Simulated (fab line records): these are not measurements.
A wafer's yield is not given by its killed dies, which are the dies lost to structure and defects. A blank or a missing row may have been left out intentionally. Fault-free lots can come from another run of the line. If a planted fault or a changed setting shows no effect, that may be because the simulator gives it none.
fab line records + flow nand-harc
record
- lots=7
- wafers=21
- last-day=33
route steps=1302 shown A_CHANNEL_FILL_D2@613 END@1302
lots with no fault: from the same line, run without faults
start-h: hours from the record's opening day to when the first of the lot's shown wafers began + wait-h: hours from the lot's prior step to this one + " same as the row above + L1.1+2: several wafers, shown together as one row + - no value, or no start given + * or withheld: withheld + < > ~ a bound
route shown NAME@n: a module of which the file shows steps, and the number in the route of the first + usual: average and standard deviation across the fault-free wafers + same: alike in all rows + chamber/n: place in a boat + sites: each site's reading + _std_site: how widely they spread, as a standard deviation + _edge_site: outer sites' mean less inner sites' + radius-mm: for every site, how far away it sits from the centre of the wafer + mask NAME#n: copy n + behind: the most recent tool/chamber to have shaped the wafer + hold: why the lot was held/for how many hours/how that ended + device: names the non-switching transistor (n, p or np) + end of line: the same wafers' tests at the end of the route + step lacking rows: just its recipe + killed: at the first sort, the dies lost to defects and structure; wafer yield is something else + map: the dies of a wafer, with x for killed, . for not killed, _ for no die there
set.NAME: the setting the step ran with; set.NAME@STEP: the setting that earlier step ran with + model.NAME: the simulator's own value behind a step, which no gauge read
lots at some steps of the route; a table a step, a row a wafer
services: a tool's chamber out of use, with start hour (start-h, from the record's first day; less than 0 if before it), hours out, and reason
## steps
# step NHARC_A_CHANNEL_FILL_D2_ALD_03
# recipe
- target-thk-a=60
- pulse-time-s=60
- ald-cycles=58
- temp-c=630
- pressure-torr=2
- material=SiNx
# usual
- precursor-pulse-height-rel=1.002/0.02
| lot.wafer | tool             | chamber | start-h | wait-h | precursor-pulse-height-rel |
|-----------|------------------|---------|---------|--------|----------------------------|
| L910.3    | ald-sin-batch-02 | 0       | -       | -      | 0.982                      |
| L910.4    | "                | 0       | "       | "      | 1.008                      |
| L910.6    | "                | 0       | "       | "      | 1.013                      |
| L913.2    | ald-sin-batch-01 | 0       | -       | -      | 1.027                      |
| L913.4    | "                | 0       | "       | "      | 0.995                      |
| L913.6    | "                | 0       | "       | "      | 0.989                      |
| L918.2    | ald-sin-batch-02 | 0       | -       | -      | 0.982                      |
| L918.3    | "                | 0       | "       | "      | 1.011                      |
| L918.4    | "                | 0       | "       | "      | 0.958                      |
| L919.1    | ald-sin-batch-02 | 0       | -       | -      | 1.035                      |
| L919.2    | "                | 0       | "       | "      | 1.039                      |
| L919.3    | "                | 0       | "       | "      | 1.012                      |
| L920.2    | ald-sin-batch-02 | 0       | -       | -      | 0.980                      |
| L920.5    | "                | 0       | "       | "      | 1.009                      |
| L920.6    | "                | 0       | "       | "      | 1.016                      |
| L927.2    | ald-sin-batch-03 | 0       | -       | -      | 0.978                      |
| L927.5    | "                | 0       | "       | "      | 1.006                      |
| L927.6    | "                | 0       | "       | "      | 0.967                      |
| L928.1    | ald-sin-batch-03 | 0       | -       | -      | 1.030                      |
| L928.3    | "                | 0       | "       | "      | 1.021                      |
| L928.6    | "                | 0       | "       | "      | 1.023                      |
# step NHARC_A_CHANNEL_FILL_D2_ALD_14
# recipe
- target-thk-a=25
- pulse-time-s=10
- ald-cycles=25
- temp-c=300
- material=SiO2
# step NHARC_A_CHANNEL_FILL_D2_ALD_15
# recipe
- target-thk-a=20
- pulse-time-s=60
- ald-cycles=19
- temp-c=630
- pressure-torr=2
- material=SiNx
# usual
- precursor-pulse-height-rel=1.000/0.02
| lot.wafer | tool             | chamber | start-h | wait-h | precursor-pulse-height-rel |
|-----------|------------------|---------|---------|--------|----------------------------|
| L910.3    | ald-sin-batch-01 | 0       | -       | -      | 1.005                      |
| L910.4    | "                | 0       | "       | "      | 1.021                      |
| L910.6    | "                | 0       | "       | "      | 1.000                      |
| L913.2    | ald-sin-batch-01 | 0       | -       | -      | 0.970                      |
| L913.4    | "                | 0       | "       | "      | 0.988                      |
| L913.6    | "                | 0       | "       | "      | 0.985                      |
| L918.2    | ald-sin-batch-02 | 0       | -       | -      | 1.037                      |
| L918.3    | "                | 0       | "       | "      | 0.989                      |
| L918.4    | "                | 0       | "       | "      | 1.013                      |
| L919.1    | ald-sin-batch-02 | 0       | -       | -      | 0.996                      |
| L919.2    | "                | 0       | "       | "      | 1.016                      |
| L919.3    | "                | 0       | "       | "      | 1.017                      |
| L920.2    | ald-sin-batch-02 | 0       | -       | -      | 1.001                      |
| L920.5    | "                | 0       | "       | "      | 0.964                      |
| L920.6    | "                | 0       | "       | "      | 1.024                      |
| L927.2    | ald-sin-batch-02 | 0       | -       | -      | 0.975                      |
| L927.5    | "                | 0       | "       | "      | 1.005                      |
| L927.6    | "                | 0       | "       | "      | 1.008                      |
| L928.1    | ald-sin-batch-02 | 0       | -       | -      | 1.000                      |
| L928.3    | "                | 0       | "       | "      | 0.980                      |
| L928.6    | "                | 0       | "       | "      | 0.996                      |
# step NHARC_A_CHANNEL_FILL_D2_ALD_16
# recipe
- target-thk-a=15
- pulse-time-s=10
- ald-cycles=15
- temp-c=300
- material=SiO2
# usual
- heater-power-w=450/41
- precursor-pulse-height-rel=1.003/0.018
| lot.wafer | tool      | chamber | start-h | wait-h | heater-power-w | precursor-pulse-height-rel |
|-----------|-----------|---------|---------|--------|----------------|----------------------------|
| L910.3    | ald-hk-04 | 0       | 351.19  | 0.1    | 506            | 1.015                      |
| L910.4    | "         | 2       | "       | "      | 448            | 1.007                      |
| L910.6    | "         | 0       | "       | "      | 502            | 1.004                      |
| L913.2    | ald-hk-03 | 0       | 405.89  | 0.0    | 461            | 1.010                      |
| L913.4    | "         | 3       | "       | "      | 399            | 1.025                      |
| L913.6    | "         | 1       | "       | "      | 496            | 1.028                      |
| L919.2    | ald-hk-02 | 1       | 455.14  | 0.0    | 509            | 0.996                      |
| L919.3    | "         | 2       | "       | "      | 381            | 1.010                      |
| L919.1    | "         | 3       | "       | "      | 416            | 0.973                      |
| L918.3    | ald-hk-03 | 0       | 455.17  | 0.1    | 450            | 1.018                      |
| L918.4    | "         | 1       | "       | "      | 499            | 1.005                      |
| L918.2    | "         | 2       | "       | "      | 458            | 0.966                      |
| L920.2    | ald-hk-04 | 0       | 455.22  | 0.1    | 503            | 1.016                      |
| L920.5    | "         | 1       | "       | "      | 416            | 1.008                      |
| L920.6    | "         | 2       | "       | "      | 442            | 0.998                      |
| L927.2    | ald-hk-03 | 0       | 534.83  | 0.8    | 451            | 1.014                      |
| L927.5    | "         | 3       | "       | "      | 402            | 1.029                      |
| L927.6    | "         | 0       | "       | "      | 454            | 0.994                      |
| L928.3    | ald-hk-02 | 2       | 545.17  | 0.0    | 372            | 0.996                      |
| L928.1    | "         | 1       | "       | "      | 472            | 1.022                      |
| L928.6    | "         | 2       | "       | "      | 373            | 0.997                      |
# step NHARC_A_CHANNEL_FILL_D2_ANNEAL_17
# recipe
- temp-c=850
- time-s=1800
# step NHARC_A_CHANNEL_FILL_D2_CVD_18
# recipe
- target-thk-a=30
- temp-c=550
- material=poly-Si
# step NHARC_A_CHANNEL_FILL_D2_ETCHBACK_19
# recipe
- target-depth-a=50
- time-s=1.7
- hbr-flow-sccm=150
- cl2-flow-sccm=50
- rf-w=400
- icp-w=400
- bias-w=100
- chemistry=HBr/Cl2
# usual
- drypump-motor-current-A=5.3/0.36
- hbr-flow-sccm=150.0/0.53
- oes-product-au=1.002/0.008
- throttle-valve-pct=26.405/0.0092
| lot.wafer | tool      | chamber | start-h | wait-h | drypump-motor-current-A | hbr-flow-sccm | oes-product-au | rf-hours-counter-h | throttle-valve-pct |
|-----------|-----------|---------|---------|--------|-------------------------|---------------|----------------|--------------------|--------------------|
| L910.4    | rie-si-03 | 2       | 363.10  | 0.4    | 5.4                     | 150.7         | 1.009          | 0.79               | 26.404             |
| L910.3    | "         | 3       | "       | "      | 5.2                     | 149.6         | 1.011          | 0.76               | 26.398             |
| L910.6    | "         | 1       | "       | "      | 6.0                     | 149.6         | 1.008          | -                  | 26.416             |
| L913.4    | rie-si-03 | 0       | 417.94  | 0.4    | 4.9                     | 149.7         | 1.005          | 0.05               | 26.402             |
| L913.2    | "         | 2       | "       | "      | 5.4                     | 150.5         | 1.008          | 0.02               | 26.411             |
| L913.6    | "         | 0       | "       | "      | 4.9                     | 149.3         | 1.010          | -                  | 26.408             |
| L918.2    | rie-si-06 | 1       | 467.52  | 0.4    | 5.0                     | 150.5         | 1.000          | 0.21               | 26.416             |
| L918.4    | "         | 2       | "       | "      | 5.3                     | 150.4         | 0.993          | 0.19               | 26.399             |
| L918.3    | "         | 3       | "       | "      | 5.3                     | 149.9         | 1.000          | 0.22               | 26.405             |
| L920.2    | rie-si-01 | 0       | 467.55  | 0.4    | 5.4                     | 151.1         | 1.005          | 0.51               | 26.417             |
| L920.6    | "         | 2       | "       | "      | 4.9                     | 150.5         | 1.009          | -                  | 26.413             |
| L920.5    | "         | 3       | "       | "      | 5.0                     | 149.9         | 1.013          | -                  | 26.397             |
| L919.2    | rie-si-01 | 1       | 467.60  | 0.4    | 5.8                     | 150.6         | 0.999          | 0.58               | 26.401             |
| L919.1    | "         | 2       | "       | "      | 5.0                     | 149.8         | 0.993          | 0.69               | 26.419             |
| L919.3    | "         | 3       | "       | "      | 5.0                     | 150.0         | 1.004          | 0.64               | 26.418             |
| L927.2    | rie-si-06 | 2       | 546.15  | 0.4    | 5.3                     | 149.8         | 1.000          | 0.60               | 26.413             |
| L927.5    | "         | 1       | "       | "      | 5.0                     | 150.6         | 1.009          | -                  | 26.403             |
| L927.6    | "         | 2       | "       | "      | 5.3                     | 150.5         | 1.001          | -                  | 26.421             |
| L928.3    | rie-si-01 | 3       | 557.06  | 0.4    | 5.0                     | 149.6         | 1.009          | 0                  | 26.408             |
| L928.1    | "         | 0       | "       | "      | 5.4                     | 149.5         | 1.022          | 0                  | 26.399             |
| L928.6    | "         | 2       | "       | "      | 4.9                     | 150.4         | 1.005          | -                  | 26.418             |
# step NHARC_A_CHANNEL_FILL_D2_ETCHBACK_20
# recipe
- target-depth-a=270
- time-s=13.5
- c4f8-flow-sccm=withheld
- o2-flow-sccm=8
- ar-flow-sccm=withheld
- rf-w=600
- bias-w=1500
- chemistry=C4F8/O2/Ar
# usual
- oes-product-au=0.981/0.026
- rf-vpp-V=979/5.3
| lot.wafer | tool        | chamber | start-h | wait-h | oes-product-au | rf-hours-counter-h | rf-vpp-V |
|-----------|-------------|---------|---------|--------|----------------|--------------------|----------|
| L910.3    | rie-diel-10 | 2       | 363.20  | -      | 1.016          | 5                  | 971      |
| L910.4    | "           | 1       | "       | "      | 0.996          | 5                  | 988      |
| L910.6    | "           | 2       | "       | "      | 1.004          | -                  | 973      |
| L913.4    | rie-diel-08 | 0       | 418.07  | -      | 0.993          | 1                  | 980      |
| L913.2    | "           | 3       | "       | "      | 1.012          | 1                  | 981      |
| L913.6    | "           | 1       | "       | "      | 0.991          | -                  | 975      |
| L918.2    | rie-diel-08 | 3       | 467.65  | -      | 0.999          | 2                  | 983      |
| L918.4    | "           | 1       | "       | "      | 0.972          | 2                  | 974      |
| L918.3    | "           | 2       | "       | "      | 1.000          | 2                  | 979      |
| L920.2    | rie-diel-10 | 0       | 467.67  | -      | 1.008          | 1                  | 984      |
| L920.6    | "           | 2       | "       | "      | 0.995          | -                  | 973      |
| L920.5    | "           | 3       | "       | "      | 0.993          | -                  | 976      |
| L919.1    | rie-diel-04 | 0       | 467.73  | -      | 1.008          | 15                 | 974      |
| L919.3    | "           | 1       | "       | "      | 1.008          | 16                 | 970      |
| L919.2    | "           | 2       | "       | "      | 1.017          | 17                 | 976      |
| L927.2    | rie-diel-10 | 0       | 546.28  | -      | 1.002          | 3                  | 984      |
| L927.5    | "           | 2       | "       | "      | 0.996          | -                  | 973      |
| L927.6    | "           | 3       | "       | "      | 0.990          | -                  | 974      |
| L928.1    | rie-diel-10 | 2       | 557.19  | -      | 0.963          | 3                  | 972      |
| L928.3    | "           | 3       | "       | "      | 0.960          | 3                  | 974      |
| L928.6    | "           | 0       | "       | "      | 0.979          | -                  | 983      |
# step NHARC_A_CHANNEL_FILL_D2_STRIP_28
# recipe
- time-s=20
- o2-flow-sccm=500
- ar-flow-sccm=0
- bias-w=0
- chemistry=O2
# step NHARC_A_CHANNEL_FILL_D2_PRECLEAN_21
# recipe
- time-s=30
- chemistry=dHF
# step NHARC_A_CHANNEL_FILL_D2_SRD_23
# step NHARC_A_CHANNEL_FILL_D2_CVD_05
# recipe
- target-thk-a=50
- temp-c=550
- material=poly-Si
# step NHARC_A_CHANNEL_FILL_D2_ANNEAL_22
# recipe
- temp-c=620
- time-s=7200
# usual
- spike-tc-bottom-C=642.6/1.9
- spike-tc-centre-C=620.6/1.2
- spike-tc-lower-C=620.2/1.1
- spike-tc-top-C=640.7/2.6
- spike-tc-upper-C=619.9/1.4
- tube-center-temp-C=620/0.061
- tube_center_temp_C_max=621.59/0.27
- zone-power-lower-pct=9.1/0.91
| lot.wafer | tool       | chamber | start-h | wait-h | spike-tc-bottom-C | spike-tc-centre-C | spike-tc-lower-C | spike-tc-top-C | spike-tc-upper-C | tube-center-temp-C | tube_center_temp_C_max | zone-power-lower-pct |
|-----------|------------|---------|---------|--------|-------------------|-------------------|------------------|----------------|------------------|--------------------|------------------------|----------------------|
| L910.3    | furnace-05 | 0       | 370.92  | 3.4    | 638.6             | 621.7             | 619.5            | 643.3          | 621.3            | 619.99             | 621.55                 | 7.4                  |
| L910.4    | "          | 0       | "       | "      | 639.1             | 623.5             | 618.8            | 644.3          | 621.0            | 620.02             | 621.70                 | 7.4                  |
| L910.6    | "          | 0       | "       | "      | 638.9             | 620.7             | 618.8            | 646.2          | 619.5            | 619.96             | 621.56                 | 7.4                  |
| L913.2    | furnace-01 | 0       | 425.39  | 2.9    | 642.1             | 618.8             | 621.1            | 640.8          | 616.9            | 619.96             | 621.38                 | 9.8                  |
| L913.4    | "          | 0       | "       | "      | 642.1             | 620.0             | 621.9            | 641.2          | 619.1            | 620.1              | 621.60                 | 9.6                  |
| L913.6    | "          | 0       | "       | "      | 644.3             | 620.4             | 620.4            | 639.8          | 620.4            | 620.01             | 622.17                 | 9.9                  |
| L918.2    | furnace-01 | 0       | 475.09  | 3.0    | 672.6             | 651.5             | 650.8            | 669.0          | 648.6            | 650.69             | 651.95                 | 10.5                 |
| L918.3    | "          | 0       | "       | "      | 674.1             | 650.4             | 651.6            | 670.4          | 649.7            | 650.69             | 652.01                 | 10.6                 |
| L918.4    | "          | 0       | "       | "      | 673.5             | 650.7             | 654.1            | 670.2          | 648.4            | 650.65             | 652.43                 | 10.8                 |
| L919.1    | furnace-01 | 0       | 475.09  | 3.0    | 673.4             | 651.8             | 651.6            | 669.9          | 650.2            | 650.7              | 651.99                 | 10.6                 |
| L919.2    | "          | 0       | "       | "      | 673.8             | 653.0             | 652.3            | 669.5          | 648.3            | 650.65             | 652.18                 | 10.7                 |
| L919.3    | "          | 0       | "       | "      | 672.5             | 651.4             | 650.6            | 669.9          | 649.0            | 650.66             | 651.94                 | 10.6                 |
| L920.2    | furnace-01 | 0       | 475.09  | 3.0    | 674.8             | 651.5             | 650.9            | 669.8          | 650.7            | 650.69             | 652.36                 | 10.6                 |
| L920.5    | "          | 0       | "       | "      | 671.8             | 651.1             | 650.7            | 671.1          | 649.6            | 650.72             | 652.37                 | 10.7                 |
| L920.6    | "          | 0       | "       | "      | 672.2             | 648.3             | 652.6            | 669.6          | 651.1            | 650.62             | 651.72                 | 10.8                 |
| L927.2    | furnace-01 | 0       | 553.85  | 3.1    | 642.7             | 620.6             | 620.3            | 641.6          | 618.0            | 620.03             | 621.31                 | 9.6                  |
| L927.5    | "          | 0       | "       | "      | 642.3             | 621.8             | 621.7            | 638.9          | 620.8            | 620.06             | 621.60                 | 9.7                  |
| L927.6    | "          | 0       | "       | "      | 643.2             | 619.6             | 620.4            | 639.3          | 619.9            | 620.07             | 621.44                 | 9.7                  |
| L928.1    | furnace-04 | 0       | 565.66  | 4.1    | 643.0             | 620.3             | 618.9            | 638.1          | 621.2            | 619.96             | 621.85                 | 9.1                  |
| L928.3    | "          | 0       | "       | "      | 641.9             | 619.8             | 619.2            | 637.5          | 619.5            | 619.88             | 621.53                 | 9.0                  |
| L928.6    | "          | 0       | "       | "      | 644.1             | 620.0             | 618.2            | 636.7          | 620.6            | 620.04             | 621.66                 | 9.1                  |
# step NHARC_END_SORT_01
# recipe
- temp-c=25
# usual
- killed-at-array=55/20
- killed-at-other=0.7/0.96
- killed-at-periphery=4.1/2.4
- killed-dies=60/20
- killed-open=3.3/1.9
- killed-short=2.8/1.6
# same
- gross-dies=677
| lot.wafer | tool      | chamber | start-h | wait-h | killed-at-array | killed-at-other | killed-at-periphery | killed-dies | killed-open | killed-short |
|-----------|-----------|---------|---------|--------|-----------------|-----------------|---------------------|-------------|-------------|--------------|
| L913.2    | prober-01 | 0       | 655.35  | 2.8    | 92              | 2               | 3                   | 97          | 3           | 5            |
| L913.4    | prober-01 | 0       | 656.93  | 3.4    | 79              | 1               | 4                   | 84          | 1           | 2            |
| L913.6    | prober-01 | 0       | 658.51  | 4.0    | 80              | 3               | 3                   | 86          | 1           | 2            |
| L918.2    | prober-01 | 0       | 698.71  | 2.8    | 49              | 1               | 3                   | 53          | 1           | 2            |
| L918.3    | prober-01 | 0       | 699.52  | 3.1    | 59              | 1               | 10                  | 70          | 3           | 1            |
| L918.4    | prober-01 | 0       | 700.32  | 3.4    | 45              | 1               | 6                   | 52          | 2           | 3            |
| L919.1    | prober-02 | 0       | 713.48  | 2.5    | 65              | 0               | 2                   | 67          | 0           | 4            |
| L919.2    | prober-02 | 0       | 714.28  | 2.8    | 72              | 1               | 8                   | 81          | 8           | 3            |
| L919.3    | prober-02 | 0       | 715.08  | 3.1    | 63              | 0               | 3                   | 66          | 8           | 3            |
| L927.2    | prober-01 | 0       | 783.52  | 2.8    | 93              | 0               | 3                   | 96          | 3           | 3            |
| L927.5    | prober-01 | 0       | 785.92  | 3.7    | 50              | 1               | 5                   | 56          | 4           | 3            |
| L927.6    | prober-01 | 0       | 786.73  | 4.0    | 70              | 1               | 6                   | 77          | 3           | 6            |
# killed by level:class
L913.2 A_CHANNEL_HOLE_D1:chamber-film-flake=32 A_SLIT:chamber-film-flake=24 A_CHANNEL_HOLE_D2:chamber-film-flake=13 A_STAIRCASE:chamber-film-flake=6 A_CHANNEL_FILL_D2:chamber-film-flake=3 A_DECK1_JOINT:chamber-film-flake=3 A_CHANNEL_FILL_D2:geometric-particle:short=2 A_WL_FILL:geometric-particle:short=2
L913.4 A_CHANNEL_HOLE_D1:chamber-film-flake=31 A_SLIT:chamber-film-flake=25 A_CHANNEL_HOLE_D2:chamber-film-flake=11 A_STAIRCASE:chamber-film-flake=4 A_WL_FILL:chamber-film-flake=2 A_CONTACT:chamber-film-flake=2 A_DECK1_JOINT:geometric-particle:short=1 A_WL_FILL:geometric-particle:short=1
L913.6 A_CHANNEL_HOLE_D1:chamber-film-flake=32 A_SLIT:chamber-film-flake=28 A_CHANNEL_HOLE_D2:chamber-film-flake=6 A_STAIRCASE:chamber-film-flake=4 A_WL_FILL:chamber-film-flake=3 THIN_TSV:chamber-film-flake=3 A_CHANNEL_FILL_D2:chamber-film-flake=2 A_CHANNEL_FILL_D1:geometric-particle:short=1
L918.2 A_SLIT:chamber-film-flake=34 A_CHANNEL_HOLE_D1:chamber-film-flake=6 A_STAIRCASE:chamber-film-flake=4 A_WL_FILL:chamber-film-flake=2 A_CHANNEL_FILL_D1:geometric-particle:open=1 A_CHANNEL_FILL_D1:geometric-particle:short=1 A_M0:geometric-particle:short=1 P_ZERO_WELL:chamber-film-flake=1
L918.3 A_SLIT:chamber-film-flake=39 A_STAIRCASE:chamber-film-flake=10 P_M0:chamber-film-flake=4 P_BONDPAD:chamber-film-flake=3 A_SGD_CUT:chamber-film-flake=3 A_CHANNEL_HOLE_D1:chamber-film-flake=2 P_M0:geometric-particle:open=1 A_SOURCE_PLATE:geometric-particle:short=1
L918.4 A_SLIT:chamber-film-flake=27 A_STAIRCASE:chamber-film-flake=6 A_CHANNEL_HOLE_D1:chamber-film-flake=4 A_WL_FILL:chamber-film-flake=3 P_M0:geometric-particle:open=2 P_M0:geometric-particle:short=1 A_ONON_D2:geometric-particle:short=1 A_WL_FILL:geometric-particle:short=1
L919.1 A_CHANNEL_HOLE_D1:chamber-film-flake=29 A_CHANNEL_HOLE_D2:chamber-film-flake=21 A_CONTACT:chamber-film-flake=4 A_SLIT:chamber-film-flake=3 A_STAIRCASE:chamber-film-flake=3 A_ONON_D1:geometric-particle:short=2 A_DECK1_JOINT:geometric-particle:short=1 A_M0:geometric-particle:short=1
L919.2 A_CHANNEL_HOLE_D1:chamber-film-flake=34 A_CHANNEL_HOLE_D2:chamber-film-flake=23 A_STAIRCASE:chamber-film-flake=4 P_GATE:chamber-film-flake=3 P_CONTACT:geometric-particle:open=2 A_ONON_D2:geometric-particle:open=2 A_M0:geometric-particle:open=2 A_SLIT:chamber-film-flake=2
L919.3 A_CHANNEL_HOLE_D1:chamber-film-flake=26 A_CHANNEL_HOLE_D2:chamber-film-flake=20 A_M0:geometric-particle:open=3 A_CONTACT:chamber-film-flake=3 P_CONTACT:geometric-particle:open=2 A_ONON_D1:geometric-particle:open=2 A_STAIRCASE:chamber-film-flake=2 A_SLIT:chamber-film-flake=2
L927.2 A_CHANNEL_HOLE_D2:chamber-film-flake=37 A_SLIT:chamber-film-flake=28 A_CONTACT:chamber-film-flake=13 A_STAIRCASE:chamber-film-flake=5 P_ZERO_WELL:chamber-film-flake=2 A_WL_FILL:chamber-film-flake=2 A_WL_FILL:geometric-particle:open=1 A_ONON_D1:geometric-particle:open=1
L927.5 A_CHANNEL_HOLE_D2:chamber-film-flake=16 A_SLIT:chamber-film-flake=16 A_CONTACT:chamber-film-flake=5 A_WL_FILL:geometric-particle:open=2 P_M2:chamber-film-flake=2 P_ZERO_WELL:geometric-particle:open=1 A_SOURCE_PLATE:geometric-particle:short=1 A_DECK1_JOINT:geometric-particle:short=1
L927.6 A_CHANNEL_HOLE_D2:chamber-film-flake=34 A_SLIT:chamber-film-flake=19 A_CONTACT:chamber-film-flake=5 P_ZERO_WELL:chamber-film-flake=4 A_STAIRCASE:chamber-film-flake=4 P_GATE:geometric-particle:short=1 P_GATE:geometric-particle:open=1 A_SOURCE_PLATE:geometric-particle:open=1
## services
| tool             | chamber | start-h | hours | kind   |
|------------------|---------|---------|-------|--------|
| rie-diel-04      | 2       | 319.12  | 6.4   | repair |
| ald-sin-batch-02 | -       | 327.26  | 3.3   | repair |
| ald-hk-02        | -       | 348.00  | 10.0  | pm     |
| rie-diel-04      | -       | 355.02  | 9.0   | pm     |
| rie-diel-04      | 3       | 366.38  | 2.9   | repair |
| rie-si-03        | 2       | 367.61  | 2.6   | repair |
| rie-diel-08      | -       | 367.85  | 9.0   | pm     |
| rie-si-01        | -       | 370.00  | 9.0   | pm     |
| ald-hk-03        | -       | 390.69  | 10.0  | pm     |
| rie-si-03        | -       | 398.00  | 9.0   | pm     |
| rie-diel-10      | -       | 406.16  | 0.1   | repair |
| rie-diel-10      | -       | 419.59  | 9.0   | pm     |
| rie-si-06        | -       | 426.00  | 9.0   | pm     |
| rie-diel-08      | 2       | 426.43  | 1.2   | repair |
| ald-hk-04        | -       | 432.95  | 10.0  | pm     |
| rie-diel-08      | 1       | 457.66  | 6.6   | repair |
| rie-si-01        | -       | 471.53  | 0.2   | repair |
| ald-sin-batch-01 | -       | 506.76  | 26.0  | pm     |
| rie-diel-08      | 3       | 520.79  | 17.5  | repair |
| ald-hk-02        | -       | 526.00  | 10.0  | pm     |
| rie-si-03        | 1       | 527.11  | 4.6   | repair |
| rie-diel-10      | 1       | 528.50  | 5.0   | repair |
| rie-diel-08      | -       | 544.85  | 9.0   | pm     |
| rie-si-01        | -       | 547.00  | 9.0   | pm     |
## key
first-sign
- step=NHARC_A_CHANNEL_FILL_D2_ANNEAL_22
- reading=tube-center-temp-C
- direction=up
- sigmas=99+
- usual=*
- struck=*
effect
- step=NHARC_A_CHANNEL_FILL_D2_ANNEAL_22
- reading=tube_center_temp_C_max
- direction=up
- sigmas=99+
- usual=*
- struck=*
met-at NHARC_A_CHANNEL_FILL_D2_ANNEAL_22
struck-wafers L918.2,L918.3,L918.4,L919.1,L919.2,L919.3,L920.2,L920.5,L920.6
tester-left-out L918,L919,L920
onset-between 425.39 475.09
fault
- kind=process-parameter-drift
- tool=furnace-01
- chamber=-
- onset-h=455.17
- steps=NHARC_A_CHANNEL_FILL_D2_ANNEAL_22
- channel=temp-c
- offset=*
- shape=step
- end-h=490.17
- acts-in=*
- stated=*
# tester-left-out: of these lots the tester's yield and bins aren't shown, on N5 and GAA mostly nor the transistor test; their killed dies are dies lost to structure and defects alone, not to doping, threshold or leakage, so they don't give the yield
